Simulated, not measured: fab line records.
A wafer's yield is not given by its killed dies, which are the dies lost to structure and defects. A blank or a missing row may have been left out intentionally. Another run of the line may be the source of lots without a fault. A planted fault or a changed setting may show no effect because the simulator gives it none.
fab line records ; flow nand-harc
record lots=6; wafers=16; last-day=33
route steps=1302 shown A_CONTACT@1091 END@1302
lots with no fault: from the same line, run without faults
start-h: hours from the record's opening day to when the first of the lot's shown wafers began ; wait-h: time in hours since the lot's previous step ; " identical to the entry in the row above ; L1.1+2: a single row standing in for several wafers ; - no value present, or no start provided ; * or withheld: withheld ; < > ~ a bound
route shown NAME@n: names a module that has steps shown in the file, with the first one's number in the route ; usual: mean/standard deviation taken from wafers without a fault ; same: alike in all rows ; chamber/n: place in a boat ; sites: readings site by site ; _std_site: how widely they spread, as a standard deviation ; _edge_site: the outer-site mean with the inner-site mean subtracted ; radius-mm: for every site, how far away it sits from the centre of the wafer ; mask NAME#n: copy n ; behind: tool/chamber where the wafer was last shaped ; hold: the reason the lot was held/the length of the hold in hours/how it ended ; device: whichever transistor did not switch (one of n, p or np) ; end of line: tests of these same wafers at the route's end ; a step given without rows: its recipe and nothing more ; killed: not the wafer's yield, but the dies lost to structure and defects at the first sort ; map: shows each die of a wafer: x if killed, . if not, _ if none is there
set.NAME: the setting the step ran with; set.NAME@STEP: the setting that earlier step ran with ; model.NAME: the simulator's own value behind a step, which no gauge read
a table for each step, a row for each wafer; lots at some steps of the route
services: the hour from which a tool's chamber was out of use, counted from the record's first day as start-h (under 0 if before that day), plus the number of hours and why
## steps
# step NHARC_A_CONTACT_ETCH_139
# recipe source-w=withheld; pressure-mtorr=20; bias-v=400; time-s=195; target-depth-a=8400; ar-flow-sccm=withheld; c4f8-flow-sccm=11.5; o2-flow-sccm=7.2; chemistry=C4F8/O2/Ar
# step NHARC_A_CONTACT_ETCH_92
# recipe target-depth-a=400; over-etch-frac=0.5; time-s=85.7; ion-energy-ev=120; ch3f-flow-sccm=50; o2-flow-sccm=30; ar-flow-sccm=200; rf-w=500; bias-w=100; chemistry=CH3F/O2
# usual bias-w=99.99/0.27; drypump-motor-current-A=5.8/0.5; oes-product-au=0.935/0.025; rf-vpp-V=244.3/1.5; showerhead-plenum-p-Torr=2.46/0.094; throttle-valve-pct=20.664/0.0097
lot.wafer;tool;chamber;start-h;wait-h;bias-w;drypump-motor-current-A;oes-product-au;rf-hours-counter-h;rf-vpp-V;showerhead-plenum-p-Torr;throttle-valve-pct
L257.4;rie-diel-11;0;515.25;0.4;100.04;5.2;1.000;14;244.3;2.55;20.678
L257.1;rie-diel-11;2;515.25;0.4;100.82;5.4;0.995;13;244.9;2.50;20.683
L257.5;rie-diel-11;3;515.25;0.4;99.38;6.6;0.999;-;243.1;2.32;20.682
L261.2;rie-diel-11;2;570.70;0.6;100.06;5.4;0.936;23;245.4;2.49;20.672
L261.5;rie-diel-11;3;570.70;0.6;100.34;6.5;0.951;-;242.8;2.32;20.660
L261.6;rie-diel-11;0;570.70;0.6;100.09;5.2;0.945;-;245.2;2.55;20.684
L271.1;rie-diel-11;1;654.94;0.5;99.70;5.5;0.912;7;244.4;2.47;20.666
L272.1;rie-diel-03;1;688.10;0.5;100.10;5.6;0.925;12;245.1;2.51;20.663
L272.4;rie-diel-03;2;688.10;0.5;100.17;6.5;0.925;15;243.9;2.33;20.662
L272.3;rie-diel-03;3;688.10;0.5;99.81;6.2;0.935;13;243.8;2.58;20.670
L278.3;rie-diel-11;1;726.03;0.5;100.37;5.4;0.904;19;243.6;2.47;20.673
L278.5;rie-diel-11;3;726.03;0.5;99.82;6.5;0.919;-;242.1;2.31;20.681
L278.6;rie-diel-11;0;726.03;0.5;100.24;5.2;0.912;-;246.0;2.54;20.659
L276.2;rie-diel-11;2;734.92;0.5;100.11;5.4;0.928;23;243.1;2.48;20.661
L276.4;rie-diel-11;0;734.92;0.5;99.79;5.2;0.938;20;245.3;2.54;20.663
L276.6;rie-diel-11;3;734.92;0.5;100.21;6.6;0.930;-;242.6;2.30;20.668
# step NHARC_A_CONTACT_ETCH_98
# recipe target-depth-a=200; over-etch-frac=0.5; time-s=10; ion-energy-ev=250; c4f6-flow-sccm=25; o2-flow-sccm=20; ar-flow-sccm=500; rf-w=600; bias-w=500; chemistry=C4F6/O2
# usual bias-w=500.0/1.5; drypump-motor-current-A=5.8/0.5; oes-product-au=0.954/0.019; rf-vpp-V=546.8/2.9; showerhead-plenum-p-Torr=3.92/0.14; throttle-valve-pct=26.903/0.0089
lot.wafer;tool;chamber;start-h;wait-h;bias-w;drypump-motor-current-A;oes-product-au;rf-hours-counter-h;rf-vpp-V;showerhead-plenum-p-Torr;throttle-valve-pct
L257.1;rie-diel-11;1;-;-;500.4;5.5;0.988;15;548.9;3.96;26.916
L257.4;rie-diel-11;3;-;-;500.4;6.6;0.989;12;543.5;3.71;26.906
L257.5;rie-diel-11;1;-;-;501.0;5.5;0.992;-;547.3;3.96;26.897
L261.2;rie-diel-11;1;-;-;498.4;5.5;0.938;25;549.2;3.96;26.893
L261.5;rie-diel-11;3;-;-;497.1;6.6;0.947;-;542.7;3.71;26.912
L261.6;rie-diel-11;0;-;-;499.9;5.2;0.963;-;548.9;4.06;26.908
L271.1;rie-diel-11;3;-;-;499.5;6.6;0.944;7;542.4;3.70;26.905
L272.1;rie-diel-03;1;-;-;498.5;5.6;0.956;12;550.1;4.00;26.899
L272.3;rie-diel-03;2;-;-;502.1;6.5;0.957;15;545.0;3.72;26.903
L272.4;rie-diel-03;3;-;-;499.2;6.2;0.952;13;551.2;4.11;26.905
L278.3;rie-diel-11;2;-;-;498.4;5.4;0.944;21;547.7;3.96;26.899
L278.5;rie-diel-11;1;-;-;498.2;5.5;0.927;-;546.3;3.94;26.899
L278.6;rie-diel-11;2;-;-;501.9;5.5;0.931;-;547.0;3.96;26.896
L276.2;rie-diel-11;3;-;-;498.2;6.5;0.958;20;541.9;3.69;26.897
L276.4;rie-diel-11;0;-;-;500.2;5.2;0.944;20;548.5;4.04;26.914
L276.6;rie-diel-11;3;-;-;499.3;6.5;0.954;-;542.6;3.69;26.906
# step NHARC_A_CONTACT_CD_MEAS_15
# usual cd-nm=189.9/0.51
lot.wafer;tool;chamber;start-h;wait-h;cd-nm
L257.1;cd-sem-01;-;515.46;-;190.0
L257.4;cd-sem-01;-;515.46;-;190.0
L257.5;cd-sem-01;-;515.46;-;189.7
L261.2;cd-sem-02;-;570.89;-;189.6
L261.5;cd-sem-02;-;570.89;-;190.0
L261.6;cd-sem-02;-;570.89;-;189.8
L271.1;cd-sem-02;-;655.16;-;190.1
L272.1;cd-sem-01;-;688.30;-;189.4
L272.3;cd-sem-01;-;688.30;-;188.8
L272.4;cd-sem-01;-;688.30;-;189.3
L278.3;cd-sem-02;-;726.22;-;190.1
L278.5;cd-sem-02;-;726.22;-;189.2
L278.6;cd-sem-02;-;726.22;-;189.9
L276.2;cd-sem-02;-;735.15;-;189.5
L276.4;cd-sem-02;-;735.15;-;189.1
L276.6;cd-sem-02;-;735.15;-;189.4
# step NHARC_A_CONTACT_STRIP_107
# recipe n2-flow-sccm=150; h2-flow-sccm=150; ar-flow-sccm=0; bias-w=0; chemistry=N2/H2
# step NHARC_A_CONTACT_STRIP_108
# recipe cf4-flow-sccm=100; chf3-flow-sccm=30; ar-flow-sccm=0; bias-w=0; chemistry=CF4/CHF3
# step NHARC_A_CONTACT_STRIP_109
# recipe o2-flow-sccm=400; cos-flow-sccm=20; ar-flow-sccm=0; bias-w=0; chemistry=O2/COS
# step NHARC_A_CONTACT_ETCH_110
# recipe target-depth-a=600; overetch-a=60; time-s=33; ion-energy-ev=100; cf4-flow-sccm=80; o2-flow-sccm=20; ar-flow-sccm=0; rf-w=300; bias-w=100; chemistry=CF4/O2
# usual bias-w=100.02/0.3; cf4-flow-sccm=80.00/0.26; drypump-motor-current-A=5.8/0.5; oes-product-au=1.002/0.0067; rf-vpp-V=197.7/1.3; showerhead-plenum-p-Torr=1.33/0.05; throttle-valve-pct=13.397/0.0096
lot.wafer;tool;chamber;start-h;wait-h;bias-w;cf4-flow-sccm;drypump-motor-current-A;oes-product-au;rf-hours-counter-h;rf-vpp-V;showerhead-plenum-p-Torr;throttle-valve-pct
L257.1;rie-diel-11;0;515.89;0.1;99.72;79.76;5.2;1.005;14;199.1;1.39;13.417
L257.4;rie-diel-11;1;515.89;0.1;99.82;80.06;5.4;1.005;15;198.9;1.35;13.398
L257.5;rie-diel-11;2;515.89;0.1;99.88;80.06;5.5;0.998;-;197.3;1.36;13.392
L261.2;rie-diel-08;3;571.24;0.1;99.67;80.04;6.0;0.996;5;197.7;1.41;13.418
L261.6;rie-diel-08;0;571.24;0.1;100.33;80.13;6.4;1.003;-;196.1;1.30;13.383
L261.5;rie-diel-08;1;571.24;0.1;99.60;80.34;5.7;0.999;-;197.4;1.29;13.384
L271.1;rie-diel-03;2;655.45;0.0;99.57;80.08;6.5;1.000;4;196.0;1.26;13.394
L272.1;rie-diel-08;0;688.60;0.1;100.28;80.14;6.4;0.996;43;196.6;1.29;13.400
L272.3;rie-diel-08;1;688.60;0.1;100.38;80.31;5.7;0.995;46;198.3;1.28;13.391
L272.4;rie-diel-08;2;688.60;0.1;100.54;79.63;6.2;1.004;43;197.5;1.33;13.406
L278.3;rie-diel-11;0;726.51;0.1;99.87;79.63;5.2;1.005;18;198.2;1.38;13.389
L278.5;rie-diel-11;0;726.51;0.1;99.96;79.69;5.2;1.000;-;198.7;1.38;13.397
L278.6;rie-diel-11;1;726.51;0.1;100.30;80.14;5.5;0.995;-;198.1;1.34;13.376
L276.2;rie-diel-03;0;735.44;0.1;99.45;79.38;5.7;1.014;30;196.3;1.28;13.394
L276.4;rie-diel-03;2;735.44;0.1;99.88;79.91;6.4;1.011;35;195.1;1.26;13.373
L276.6;rie-diel-03;3;735.44;0.1;100.09;79.71;6.2;1.015;-;198.8;1.40;13.388
# step NHARC_A_CONTACT_STRIP_26
# recipe o2-flow-sccm=500; ar-flow-sccm=0; bias-w=0; chemistry=O2
# step NHARC_A_CONTACT_STRIP_27
# recipe time-s=600; temp-c=30; chemistry=post-etch-residue-remover
# step NHARC_A_CONTACT_ALD_18
# recipe target-thk-a=30; pulse-time-s=1; ald-cycles=150; temp-c=450; material=TiN
# usual heater-power-w=1159/100; precursor-pulse-height-rel=0.997/0.019
lot.wafer;tool;chamber;start-h;wait-h;heater-power-w;precursor-pulse-height-rel
L257.4;ald-metal-01;2;517.00;-;1239;0.988
L257.1;ald-metal-01;0;517.00;-;1388;1.004
L257.5;ald-metal-01;1;517.00;-;1052;1.015
L261.2;ald-metal-01;3;571.91;-;1225;0.970
L261.6;ald-metal-01;2;571.91;-;1309;0.990
L261.5;ald-metal-01;3;571.91;-;1218;0.972
L271.1;ald-metal-01;2;656.16;-;1268;1.030
L272.3;ald-metal-01;0;689.25;-;1373;1.002
L272.4;ald-metal-01;2;689.25;-;1279;0.946
L272.1;ald-metal-01;3;689.25;-;1241;0.985
L278.3;ald-metal-03;3;727.16;-;1150;0.959
L278.6;ald-metal-03;3;727.16;-;1155;1.025
L278.5;ald-metal-03;0;727.16;-;1192;1.019
L276.2;ald-metal-03;0;736.08;-;1203;1.002
L276.4;ald-metal-03;1;736.08;-;1069;1.009
L276.6;ald-metal-03;0;736.08;-;1189;0.966
# step NHARC_A_CONTACT_CVD_19
# recipe target-thk-a=3000; temp-c=300; pressure-torr=40; wf6-flow-sccm=40; h2-flow-sccm=1600; ar-flow-sccm=1560; time-s=802; material=W
# usual heater-power-w=442/53; throttle-valve-pct=7.9/0.37
lot.wafer;tool;chamber;start-h;wait-h;heater-power-w;throttle-valve-pct
L257.1;cvd-w-02;0;-;-;508;8.2
L257.4;cvd-w-02;0;-;-;505;8.1
L257.5;cvd-w-02;0;-;-;486;8.3
L261.2;cvd-w-01;1;-;-;378;8.5
L261.5;cvd-w-01;1;-;-;381;8.4
L261.6;cvd-w-01;0;-;-;479;7.7
L271.1;cvd-w-01;1;-;-;386;8.5
L272.1;cvd-w-01;0;-;-;482;8.1
L272.3;cvd-w-01;0;-;-;494;7.8
L272.4;cvd-w-01;1;-;-;375;8.5
L278.3;cvd-w-02;1;-;-;393;7.5
L278.5;cvd-w-02;1;-;-;398;7.7
L278.6;cvd-w-02;0;-;-;513;7.9
L276.2;cvd-w-02;1;-;-;387;7.4
L276.4;cvd-w-02;1;-;-;399;7.7
L276.6;cvd-w-02;0;-;-;521;7.7
# step NHARC_A_CONTACT_CMP_20
# recipe t-overpolish-s=30; target-thk-nm=300
# usual motor-current-A=12.7/0.65; overpolish-run-s=30.002/0.0089; slurry-filter-dp-kPa=13.50/0.13; slurry-flow-ml-min=150.0/0.47; time-to-endpoint-s=59.0/2.5
lot.wafer;tool;chamber;start-h;wait-h;motor-current-A;overpolish-run-s;slurry-filter-dp-kPa;slurry-flow-ml-min;time-to-endpoint-s
L257.4;cmp-01;1;518.07;0.5;13.1;30.002;13.56;150.0;60.0
L257.1;cmp-01;3;518.07;0.5;12.4;29.993;13.50;150.4;59.0
L257.5;cmp-01;1;518.07;0.5;11.7;30.007;13.69;150.4;61.9
L261.2;cmp-01;1;573.01;0.8;12.5;30.007;13.66;149.8;56.6
L261.5;cmp-01;0;573.01;0.8;12.8;29.991;13.46;149.6;60.5
L261.6;cmp-01;1;573.01;0.8;11.8;30.000;13.52;150.6;60.0
L271.1;cmp-01;0;657.25;0.7;12.2;29.991;13.46;149.9;34.7
L272.1;cmp-01;0;690.39;0.8;13.1;29.998;13.67;149.6;32.5
L272.4;cmp-01;1;690.39;0.8;12.7;30.003;13.48;151.3;62.5
L272.3;cmp-01;2;690.39;0.8;12.9;30.009;13.69;149.6;58.6
L278.3;cmp-02;3;728.26;0.5;14.6;29.995;13.54;150.3;57.3
L278.5;cmp-02;2;728.26;0.5;14.4;29.989;13.56;150.4;54.1
L278.6;cmp-02;3;728.26;0.5;13.3;29.997;13.67;149.7;57.8
L276.2;cmp-03;2;737.16;0.6;12.4;29.999;13.45;149.4;56.4
L276.4;cmp-03;0;737.16;0.6;13.3;30.000;13.46;150.8;59.3
L276.6;cmp-03;2;737.16;0.6;12.7;30.010;13.55;149.5;55.7
# step NHARC_END_SORT_01
# recipe temp-c=25
# usual killed-at-array=59/19; killed-at-other=0.6/0.85; killed-at-periphery=3.8/2.5; killed-dies=64/19; killed-open=3.3/1.8; killed-short=2.2/1.6
# same gross-dies=677
lot.wafer;tool;chamber;start-h;wait-h;killed-at-array;killed-at-other;killed-at-periphery;killed-dies;killed-open;killed-short
L257.1;prober-01;0;565.04;2.5;50;1;2;53;1;5
L257.4;prober-01;0;567.44;3.4;79;2;3;84;2;5
L257.5;prober-01;0;568.24;3.7;68;1;2;71;2;3
L271.1;prober-01;0;700.29;2.5;78;1;3;82;1;4
# killed by level:class
L257.1 A_CHANNEL_HOLE_D1:chamber-film-flake=18 A_CHANNEL_HOLE_D2:chamber-film-flake=17 A_CONTACT:chamber-film-flake=4 A_CHANNEL_FILL_D1:geometric-particle:short=2 A_STAIRCASE:chamber-film-flake=2 A_SGD_CUT:chamber-film-flake=2 A_WL_FILL:chamber-film-flake=2 A_CHANNEL_HOLE_D2:geometric-particle:open=1
L257.4 A_CHANNEL_HOLE_D1:chamber-film-flake=31 A_CHANNEL_HOLE_D2:chamber-film-flake=22 A_CONTACT:chamber-film-flake=7 A_CHANNEL_FILL_D2:chamber-film-flake=6 A_CHANNEL_FILL_D1:geometric-particle:short=2 A_DECK1_JOINT:chamber-film-flake=2 A_STAIRCASE:chamber-film-flake=2 A_SGD_CUT:chamber-film-flake=2
L257.5 A_CHANNEL_HOLE_D2:chamber-film-flake=24 A_CHANNEL_HOLE_D1:chamber-film-flake=22 A_CONTACT:chamber-film-flake=7 A_DECK1_JOINT:chamber-film-flake=3 A_WL_FILL:chamber-film-flake=3 A_CHANNEL_FILL_D2:chamber-film-flake=2 A_STAIRCASE:chamber-film-flake=2 P_GATE:geometric-particle:open=1
L271.1 A_CHANNEL_HOLE_D1:chamber-film-flake=38 A_SLIT:chamber-film-flake=29 A_CONTACT:chamber-film-flake=3 P_GATE:chamber-film-flake=2 A_CHANNEL_FILL_D1:chamber-film-flake=2 A_CHANNEL_FILL_D1:geometric-particle:short=1 A_ONON_D2:geometric-particle:open=1 A_ONON_D2:geometric-particle:short=1
## services
tool;chamber;start-h;hours;kind
rie-diel-03;-;503.76;0.7;repair
cvd-w-01;-;507.10;1.6;repair
ald-metal-01;-;526.00;10.0;pm
cmp-01;-;528.89;2.1;repair
cvd-w-02;-;536.81;2.7;repair
ald-metal-01;-;539.10;1.2;repair
rie-diel-08;-;545.69;9.0;pm
cvd-w-01;-;547.21;13.0;pm
ald-metal-03;-;550.23;0.5;repair
cmp-01;-;553.45;1.9;repair
cmp-01;-;577.57;4.0;pm
rie-diel-11;-;610.48;9.0;pm
ald-metal-01;-;611.73;0.3;repair
rie-diel-03;1;627.97;4.9;repair
cvd-w-02;-;631.00;13.0;pm
rie-diel-03;0;632.52;12.3;repair
rie-diel-03;-;636.63;9.0;pm
ald-metal-01;1;646.44;9.2;repair
rie-diel-11;3;660.23;4.5;repair
cvd-w-01;1;667.06;1.2;repair
rie-diel-11;1;672.14;4.0;repair
cmp-01;-;675.57;4.0;pm
ald-metal-01;-;704.00;10.0;pm
cvd-w-01;-;728.21;13.0;pm
## key
first-sign step=NHARC_A_CONTACT_CMP_20; reading=time-to-endpoint-s; direction=down; sigmas=10; usual=*; struck=*
effect none on later readings
met-at NHARC_A_CONTACT_CMP_20
struck-wafers L271.1,L272.1
tester-left-out L271,L272
onset-between 573.01 657.25
fault kind=process-parameter-drift; tool=cmp-01; chamber=-; onset-h=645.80; steps=NHARC_A_CONTACT_CMP_20; channel=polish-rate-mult; offset=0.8; shape=step; end-h=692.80; scope=struck-wafers-only
# tester-left-out: of these lots the tester's yield and bins aren't shown, on N5 and GAA mostly nor the transistor test; their killed dies are dies lost to structure and defects alone, not to doping, threshold or leakage, so they don't give the yield
